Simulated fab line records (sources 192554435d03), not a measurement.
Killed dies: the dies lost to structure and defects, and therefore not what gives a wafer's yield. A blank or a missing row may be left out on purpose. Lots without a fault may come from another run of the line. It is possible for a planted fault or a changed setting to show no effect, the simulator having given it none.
fab line records	flow n5-finfet
record: lots: 6	wafers: 18	last-day: 17
route steps=1938 shown PASSIVATION@1920
lots with no fault: from the same line, run without faults
start-h: hours from the record's opening day to when the first of the lot's shown wafers began	wait-h: hours since the lot's step before	" unchanged from the row above	L1.1+2: a single row standing in for several wafers	- no value, or no start given	* or withheld: withheld	< > ~ a bound
route shown NAME@n: names a module that has steps shown in the file, with the first one's number in the route	usual: mean/standard deviation taken from wafers without a fault	same: alike in all rows	chamber/n: place in a boat	sites: each site's reading	_std_site: the values' standard deviation	_edge_site: outer sites' mean less inner sites'	radius-mm: for every site, how far away it sits from the centre of the wafer	mask NAME#n: copy n	behind: tool/chamber where the wafer was last shaped	hold: cause of the lot's hold/its duration in hours/its outcome	device: the n, p or np transistor that did not switch	end of line: the same wafers' tests at the end of the route	a step with no rows: only its recipe	killed: at the first sort, the dies lost to defects and structure; wafer yield is something else	map: per-die view of a wafer (x killed, . not killed, _ where there is no die)
set.NAME: setting as actually run; set.NAME@STEP: the setting as run at that earlier step	model.NAME: the simulator's own value behind a step, which no gauge read
certain route steps with their lots: each step a table, each wafer a row
services: from which hour (start-h, from the record's first day; less than 0 if before it) a tool's chamber was out of use, for how many hours, and why
== steps ==
step: N5_PASSIVATION_SOFTBAKE_39
recipe: temp-c: 110	time-s: 120
step: N5_PASSIVATION_EXPOSE_41
recipe: mask-id: PASS_OPEN	na: 0.55	defocus-nm: 0	source-shape: conventional	sigma-outer: 0.8	polarization: unpolarized	target-cd-nm: 40000	dose-mj: 57.25
step: N5_PASSIVATION_PEB_42
recipe: peb-temp-c: withheld	peb-time-s: *
step: N5_PASSIVATION_DEVELOP_43
recipe: develop-time-s: 60	rinse-liquid: diw	dry: air-spin	dev-temp-c: 21
step: N5_PASSIVATION_HARDBAKE_45
recipe: temp-c: 130	time-s: 120
step: N5_PASSIVATION_CD_MEAS_44
recipe: target-cd-nm: 40000	landing-energy-ev: 500	detector: se-inlens
usual: cd-nm: 40000/4
lot.wafer	tool	chamber	start-h	wait-h	cd-nm
L631.3	cd-sem-02	0	293.89	-	39998
L631.5	"	0	"	"	40008
L631.6	"	0	"	"	40006
L635.2	cd-sem-03	0	331.18	-	40005
L635.3	"	0	"	"	40000
L635.4	"	0	"	"	40000
L638.3	cd-sem-02	0	335.31	-	39998
L638.4	"	0	"	"	39994
L638.6	"	0	"	"	40002
L644.1	cd-sem-01	0	379.51	-	39995
L644.3	"	0	"	"	39998
L644.5	"	0	"	"	40003
L646.2	cd-sem-02	0	400.50	-	40002
L646.3	"	0	"	"	40002
L646.5	"	0	"	"	40002
L647.2	cd-sem-03	0	403.14	-	39995
L647.5	"	0	"	"	39993
L647.6	"	0	"	"	39994
step: N5_PASSIVATION_OVL_MEAS_66
recipe: points-per-wafer: 44
usual: PASS_OPEN_OVL: 0/4.4
lot.wafer	tool	chamber	start-h	wait-h	PASS_OPEN_OVL[nm]
L631.3	overlay-01	0	293.92	0.0	0
L631.5	"	0	"	"	-9
L631.6	"	0	"	"	-4
L635.2	overlay-02	0	331.21	0.0	2
L635.3	"	0	"	"	3
L635.4	"	0	"	"	6
L638.3	overlay-02	0	335.34	0.0	-5
L638.4	"	0	"	"	3
L638.6	"	0	"	"	-4
L644.1	overlay-02	0	379.54	0.0	-3
L644.3	"	0	"	"	8
L644.5	"	0	"	"	0
L646.2	overlay-02	0	400.53	0.0	-2
L646.3	"	0	"	"	8
L646.5	"	0	"	"	3
L647.2	overlay-02	0	403.17	0.0	-2
L647.5	"	0	"	"	-1
L647.6	"	0	"	"	0
step: N5_PASSIVATION_INSPECT_67
recipe: mode: adi	inspect-instrument: macro
usual: raw-defect-count: 2.2/1.5
lot.wafer	tool	chamber	start-h	wait-h	raw-defect-count
L631.3	defect-inspect-02	-	293.94	0.0	1
L631.5	"	-	"	"	1
L631.6	"	-	"	"	1
L635.2	defect-inspect-01	-	331.23	0.0	2
L635.3	"	-	"	"	2
L635.4	"	-	"	"	5
L638.3	defect-inspect-01	-	335.37	0.0	4
L638.4	"	-	"	"	4
L638.6	"	-	"	"	1
L644.1	defect-inspect-01	-	379.57	0.0	6
L644.3	"	-	"	"	2
L644.5	"	-	"	"	1
L646.2	defect-inspect-02	-	400.56	0.0	0
L646.3	"	-	"	"	4
L646.5	"	-	"	"	3
L647.2	defect-inspect-02	-	403.19	0.0	3
L647.5	"	-	"	"	3
L647.6	"	-	"	"	3
step: N5_PASSIVATION_DESCUM_46
recipe: chemistry: O2	time-s: 7.9	source-power-w: 50	bias-power-w: 20	pressure-mtorr: 20	rf-frequency-hz: 2.712e+07	temp-c: 40	o2-flow-sccm: 225
usual: drypump-motor-current-A: 5.7/0.4	oes-product-au: 0.82/0.065	rf-fwd-power-W: 49.27/0.26	rf-vpp-V: 243.4/1.2	showerhead-plenum-p-Torr: 2.11/0.061	temp-c: 40.00/0.12	throttle-valve-pct: 20.38/0.18
lot.wafer	tool	chamber	start-h	wait-h	drypump-motor-current-A	oes-product-au	rf-fwd-power-W	rf-hours-counter-h	rf-vpp-V	showerhead-plenum-p-Torr	temp-c	throttle-valve-pct
L631.3	rie-diel-06	3	293.98	0.0	5.7	0.72	49.22	221	242.3	2.06	40.08	20.81
L631.5	"	1	"	"	6.0	0.83	49.38	-	246.4	2.23	40.19	20.36
L631.6	"	2	"	"	5.6	0.89	49.23	-	243.7	2.13	40.21	20.30
L635.2	rie-diel-01	2	331.27	0.0	5.3	0.88	49.11	32	242.3	2.04	40.08	20.25
L635.3	"	1	"	"	6.4	0.80	49.01	120	242.1	2.09	39.92	20.06
L635.4	"	0	"	"	6.7	0.86	49.66	49	241.9	2.14	40.06	20.34
L638.3	rie-diel-06	0	335.97	0.6	5.1	0.75	49.03	191	245.5	2.14	39.88	20.35
L638.4	"	1	"	"	6.0	0.81	49.56	91	243.2	2.22	40.00	20.38
L638.6	"	2	"	"	5.5	0.88	49.17	-	242.9	2.13	40.13	20.31
L644.1	rie-diel-01	3	379.60	0.0	5.4	0.91	49.42	34	242.0	2.05	40.12	20.32
L644.3	"	2	"	"	5.3	0.86	48.85	47	241.7	2.03	39.91	20.28
L644.5	"	1	"	"	6.4	0.79	48.93	-	242.9	2.08	40.06	20.06
L646.2	rie-diel-06	3	400.59	0.0	5.7	1.01	49.09	0	242.7	2.05	40.15	20.52
L646.3	"	1	"	"	6.1	0.79	49.34	117	245.0	2.21	39.90	20.43
L646.5	"	0	"	"	5.1	0.72	49.38	-	245.6	2.13	40.16	20.38
L647.2	rie-diel-06	3	403.22	0.0	5.7	1.00	48.82	2	242.2	2.05	39.88	20.52
L647.5	"	2	"	"	5.5	0.83	49.20	-	243.0	2.12	39.87	20.34
L647.6	"	1	"	"	6.0	0.79	49.55	-	243.6	2.21	40.03	20.42
step: N5_PASSIVATION_PASS_ETCH_47
recipe: chemistry: CF4/O2	target: SiNx	target-depth-a: 7700	time-s: 385	ion-energy-ev: 100	pressure-mtorr: 40	source-w: 535	bias-w: 49	Ar_flow_sccm: 100	cf4-flow-sccm: 100	O2_flow_sccm: 10
usual: drypump-motor-current-A: 5.7/0.4	oes_f_703_au: 0.83/0.067	oes-product-au: 0.82/0.064	rf-fwd-power-W: 533.9/1.6	rf-vpp-V: 240/3.8	showerhead-plenum-p-Torr: 2.22/0.057	throttle-valve-pct: 15.84/0.21
lot.wafer	tool	chamber	start-h	wait-h	drypump-motor-current-A	oes_f_703_au	oes-product-au	rf-fwd-power-W	rf-hours-counter-h	rf-vpp-V	showerhead-plenum-p-Torr	throttle-valve-pct
L631.3	rie-diel-06	3	294.01	0.0	5.7	0.75	0.73	533.1	221	235	2.18	16.34
L631.5	"	1	"	"	6.1	0.84	0.83	535.8	-	242	2.32	15.68
L631.6	"	2	"	"	5.5	0.91	0.90	533.2	-	244	2.25	15.72
L635.2	rie-diel-01	2	331.31	0.0	5.3	0.92	0.89	532.0	32	235	2.16	15.72
L635.3	"	1	"	"	6.4	0.81	0.81	534.1	120	240	2.21	15.59
L635.4	"	0	"	"	6.7	0.87	0.86	533.4	49	237	2.24	15.73
L638.3	rie-diel-06	0	336.00	0.0	5.1	0.74	0.75	534.7	191	245	2.28	16.01
L638.4	"	1	"	"	6.1	0.82	0.81	533.5	91	242	2.32	15.70
L638.6	"	2	"	"	5.6	0.89	0.88	537.5	-	242	2.25	15.75
L644.1	rie-diel-01	3	379.63	0.0	5.5	0.90	0.88	533.4	34	239	2.16	15.68
L644.3	"	2	"	"	5.3	0.89	0.86	535.1	47	233	2.16	15.77
L644.5	"	1	"	"	6.4	0.81	0.80	533.2	-	240	2.20	15.61
L646.2	rie-diel-06	3	400.63	0.0	5.6	1.04	1.01	535.1	0	236	2.17	15.94
L646.3	"	1	"	"	6.0	0.80	0.79	535.9	117	242	2.31	15.75
L646.5	"	0	"	"	5.1	0.72	0.73	536.4	-	244	2.27	16.05
L647.2	rie-diel-06	3	403.26	0.0	5.6	1.03	1.00	534.3	2	235	2.17	15.93
L647.5	"	2	"	"	5.6	0.85	0.84	533.6	-	242	2.23	15.81
L647.6	"	1	"	"	6.0	0.80	0.79	534.2	-	241	2.31	15.74
step: N5_PASSIVATION_ETCH_54
recipe: chemistry: CHF3/O2	target: SiO2	target-depth-a: 8800	CHF3_flow_sccm: 50	O2_flow_sccm: 5	Ar_flow_sccm: 200	time-s: 440	mask-material: PR	pressure-mtorr: 30	source-w: 650	bias-w: 170	ion-energy-ev: 200
usual: drypump-motor-current-A: 5.7/0.4	oes_f_703_au: 0.83/0.068	oes-product-au: 0.82/0.063	rf-fwd-power-W: 648.7/1.9	rf-vpp-V: 522/8.1	showerhead-plenum-p-Torr: 2.43/0.068	throttle-valve-pct: 18.80/0.2
lot.wafer	tool	chamber	start-h	wait-h	drypump-motor-current-A	oes_f_703_au	oes-product-au	rf-fwd-power-W	rf-hours-counter-h	rf-vpp-V	showerhead-plenum-p-Torr	throttle-valve-pct
L631.3	rie-diel-06	3	294.24	0.1	5.7	0.75	0.72	648.0	221	514	2.37	19.20
L631.5	"	1	"	"	6.0	0.84	0.83	649.4	-	525	2.55	18.68
L631.6	"	2	"	"	5.6	0.91	0.90	647.0	-	526	2.46	18.70
L635.2	rie-diel-01	2	331.53	0.1	5.3	0.91	0.88	646.6	32	508	2.36	18.71
L635.3	"	1	"	"	6.5	0.82	0.80	651.3	121	527	2.42	18.54
L635.4	"	0	"	"	6.7	0.87	0.85	650.0	49	514	2.45	18.65
L638.3	rie-diel-06	0	336.23	0.1	5.2	0.73	0.74	650.1	191	535	2.50	18.96
L638.4	"	1	"	"	6.1	0.82	0.81	652.6	92	525	2.55	18.69
L638.6	"	2	"	"	5.6	0.89	0.89	649.9	-	527	2.45	18.72
L644.1	rie-diel-01	3	379.86	0.1	5.5	0.91	0.89	647.7	34	520	2.36	18.64
L644.3	"	2	"	"	5.3	0.89	0.85	646.7	47	507	2.36	18.73
L644.5	"	1	"	"	6.4	0.80	0.79	647.5	-	527	2.41	18.56
L646.2	rie-diel-06	3	400.85	0.1	5.7	1.04	1.00	645.8	1	513	2.36	18.84
L646.3	"	1	"	"	6.1	0.80	0.79	650.5	118	525	2.54	18.73
L646.5	"	0	"	"	5.1	0.72	0.72	647.0	-	535	2.49	19.02
L647.2	rie-diel-06	3	403.49	0.1	5.7	1.03	0.98	647.3	2	513	2.36	18.86
L647.5	"	2	"	"	5.6	0.85	0.84	648.0	-	526	2.44	18.77
L647.6	"	1	"	"	6.0	0.79	0.79	651.8	-	527	2.54	18.74
step: N5_PASSIVATION_STRIP_48
recipe: chemistry: O2	power-w: 600	temp-c: 60	pressure-mtorr: 30	rf-frequency-hz: 6e+07	bias-power-w: 0	overash-fraction: 0.5	o2-flow-sccm: 225
usual: chamber-pressure-mTorr: 29.98/0.13	drypump-motor-current-A: 5.7/0.39	oes-product-au: 0.82/0.069	rf-vpp-V: 3.8/2.5	showerhead-plenum-p-Torr: 2.11/0.061	temp-c: 60.03/0.14	throttle-valve-pct: 16.63/0.19
same: bias-power-w: 0
lot.wafer	tool	chamber	start-h	wait-h	chamber-pressure-mTorr	drypump-motor-current-A	oes-product-au	rf-hours-counter-h	rf-vpp-V	showerhead-plenum-p-Torr	temp-c	throttle-valve-pct
L631.3	rie-diel-06	3	294.53	0.1	29.86	5.7	0.72	221	0.5	2.06	59.89	16.97
L631.5	"	1	"	"	29.76	6.0	0.81	-	4.0	2.23	60.05	16.63
L631.6	"	2	"	"	30.08	5.5	0.91	-	2.3	2.13	60.18	16.51
L635.2	rie-diel-01	2	331.82	0.1	29.97	5.3	0.92	32	4.3	2.04	59.96	16.45
L635.3	"	1	"	"	30.12	6.4	0.83	121	0.3	2.09	60.12	16.29
L635.4	"	0	"	"	29.86	6.7	0.88	49	3.4	2.14	59.99	16.72
L638.3	rie-diel-06	0	336.52	0.1	30.07	5.2	0.74	192	4.0	2.14	59.90	16.68
L638.4	"	1	"	"	29.99	6.0	0.80	92	2.5	2.23	60.15	16.53
L638.6	"	2	"	"	29.94	5.6	0.88	-	2.9	2.13	59.98	16.54
L644.1	rie-diel-01	3	380.15	0.1	29.97	5.4	0.86	34	1.0	2.05	59.98	16.48
L644.3	"	2	"	"	29.87	5.3	0.89	48	4.4	2.04	60.21	16.53
L644.5	"	1	"	"	29.85	6.4	0.78	-	3.2	2.09	59.94	16.42
L646.2	rie-diel-06	3	401.14	0.1	30.13	5.7	1.03	1	3.1	2.05	60.25	16.60
L646.3	"	1	"	"	30.19	6.0	0.79	118	4.1	2.21	60.03	16.61
L646.5	"	0	"	"	30.03	5.2	0.70	-	1.5	2.13	59.99	16.73
L647.2	rie-diel-06	3	403.77	0.1	29.93	5.6	0.99	2	1.9	2.05	60.09	16.67
L647.5	"	2	"	"	29.88	5.6	0.82	-	3.3	2.12	59.80	16.62
L647.6	"	1	"	"	29.84	6.0	0.79	-	4.3	2.22	59.93	16.68
step: N5_PASSIVATION_STRIP_52
recipe: chemistry: post-etch-residue-remover	time-s: 1200	temp-c: 72.5
usual: bath-guard-temp-C: 72.6/0.58	bath-heat-duty-pct: 13.9/1.6	temp-c: 72.50/0.12
lot.wafer	tool	chamber	start-h	wait-h	bath-guard-temp-C	bath-heat-duty-pct	temp-c
L631.3	wet-bench-03	5	294.60	-	71.9	14.8	72.48
L631.5	"	3	"	"	72.1	15.9	72.50
L631.6	"	7	"	"	72.7	14.1	72.35
L635.2	wet-bench-01	3	331.89	-	-	-	-
L635.3	"	0	"	"	-	-	-
L635.4	"	4	"	"	-	-	-
L638.3	wet-bench-02	3	336.58	-	-	-	-
L638.4	"	2	"	"	-	-	-
L638.6	"	7	"	"	-	-	-
L644.1	wet-bench-01	3	380.22	-	72.6	14.7	72.47
L644.3	"	7	"	"	71.7	14.7	72.47
L644.5	"	5	"	"	72.6	11.0	72.45
L646.2	wet-bench-01	2	401.21	-	72.7	14.5	72.39
L646.3	"	7	"	"	72.1	15.6	72.43
L646.5	"	5	"	"	72.9	11.2	72.31
L647.2	wet-bench-01	3	403.84	-	72.9	14.7	72.47
L647.5	"	6	"	"	72.2	14.7	72.64
L647.6	"	5	"	"	72.8	10.2	72.74
step: N5_PASSIVATION_CLEAN_71
recipe: chemistry: IPA	time-s: 180	temp-c: 25
step: N5_PASSIVATION_PROBE_49
usual: defect-limited-yield: 91.6/1.6	killed_at_M0_to_M3: 31/10	killed_at_M4_up: 14/6.3	killed-at-contacts: 12/6.1	killed-at-front-end: 39/12	killed-at-other: 3.7/2.8	killed-dies: 100/19	killed-open: 66/14	killed-short: 33/8.1	sort_bin_5_function: 5.0/1.1	sort_bin_6_memory: 3.2/0.66	sort-n-pass: 1080/18	sort-yield-pct: 91.6/1.6
same: gross-dies: 1180	killed-at-back-side: 0	sort_bin_4_leakage[%]: 0	sort_bin_8_speed[%]: 0
lot.wafer	tool	chamber	start-h	wait-h	defect-limited-yield[%]	killed_at_M0_to_M3	killed_at_M4_up	killed-at-contacts	killed-at-front-end	killed-at-other	killed-dies	killed-open	killed-short	sort_bin_5_function[%]	sort_bin_6_memory[%]	sort-n-pass	sort-yield-pct[%]
L635.2	prober-02	-	334.38	0.1	93.9	17	13	3	37	2	72	43	29	3.6	2.3	1108	93.9
L635.3	prober-02	-	334.43	0.1	93.0	29	11	2	35	6	83	49	31	3.2	3.6	1097	93.0
L635.4	prober-02	-	334.48	0.2	93.7	22	12	4	30	6	74	51	22	3.2	2.8	1106	93.7
L644.1	prober-01	-	382.68	0.0	90.4	27	6	11	66	3	113	78	35	5.6	3.7	1067	90.4
L644.3	prober-01	-	382.78	0.1	92.3	30	13	14	32	2	91	59	30	4.2	3.1	1089	92.3
L644.5	prober-01	-	382.88	0.2	92.5	29	7	10	38	4	88	53	35	4.4	2.5	1092	92.5
killed by level:class
L635.2 STI_FIN_REVEAL:geometric-particle:open=8 FIN_SAQP:geometric-particle:open=7 FIN_SAQP:geometric-particle:short=6 BEOL_M4:geometric-particle:open=6 STARTING-WAFER:geometric-particle:short=5 STI_FIN_REVEAL:geometric-particle:short=4 DUMMY_GATE:geometric-particle:open=4 BEOL_M0_SAQP:geometric-particle:open=4
L635.3 FIN_SAQP:geometric-particle:open=13 BEOL_M2:geometric-particle:open=8 BEOL_M2:geometric-particle:short=6 BEOL_M0_SAQP:geometric-particle:open=5 FIN_SAQP:geometric-particle:short=4 STI_FIN_REVEAL:geometric-particle:short=4 BEOL_M4:geometric-particle:short=4 BEOL_M4:geometric-particle:open=4
L635.4 FIN_SAQP:geometric-particle:open=10 FIN_SAQP:geometric-particle:short=8 BEOL_M1:geometric-particle:open=5 BEOL_M3:geometric-particle:open=5 BEOL_M0:geometric-particle:open=4 BEOL_M2:geometric-particle:open=4 BEOL_M7:geometric-particle:open=4 STI_FIN_REVEAL:geometric-particle:open=3
L644.1 STI_FIN_REVEAL:geometric-particle:open=19 FIN_SAQP:geometric-particle:open=18 MOL_CONTACT_COAG:geometric-particle:open=9 BEOL_M0_SAQP:geometric-particle:short=9 STI_FIN_REVEAL:geometric-particle:short=6 BEOL_M3:geometric-particle:open=6 BEOL_M2:geometric-particle:open=5 GATE_CUT:geometric-particle:open=4
L644.3 MOL_CONTACT_COAG:geometric-particle:open=11 BEOL_M0_SAQP:geometric-particle:short=7 BEOL_M2:geometric-particle:open=6 BEOL_M4:geometric-particle:open=6 FIN_SAQP:geometric-particle:open=5 BEOL_M1:geometric-particle:open=5 BEOL_M3:geometric-particle:open=5 STARTING-WAFER:geometric-particle:short=5
L644.5 BEOL_M3:geometric-particle:open=12 FIN_SAQP:geometric-particle:short=8 FIN_SAQP:geometric-particle:open=6 MOL_CONTACT_COAG:geometric-particle:open=6 BEOL_M2:geometric-particle:open=6 STI_FIN_REVEAL:geometric-particle:open=5 DUMMY_GATE:geometric-particle:open=5 ILD0:geometric-particle:short=5
== services ==
tool	chamber	start-h	hours	kind
rie-diel-01	-	282.13	15.6	pm
wet-bench-02	-	283.42	2.5	repair
rie-diel-06	-	319.09	2.8	pm
rie-diel-06	3	347.85	6.3	repair
rie-diel-06	3	383.39	-	clean
rie-diel-06	3	383.39	-	consumable-replace:focus-ring
rie-diel-06	3	383.39	14.8	scheduled-down
rie-diel-06	3	383.39	14.8	vent-cycle
rie-diel-01	-	401.83	3.2	repair
== key ==
first-sign: step: N5_PASSIVATION_STRIP_52	reading: tool-record	direction: missing
effect none on later readings
met-at N5_PASSIVATION_STRIP_52
struck-wafers L635.2,L635.3,L635.4,L638.3,L638.4,L638.6
fault: kind: skipped-step-whole	tool: wet-bench-01,wet-bench-02	chamber: -	onset-h: 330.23	steps: N5_PASSIVATION_STRIP_52	scope: struck-lots-only
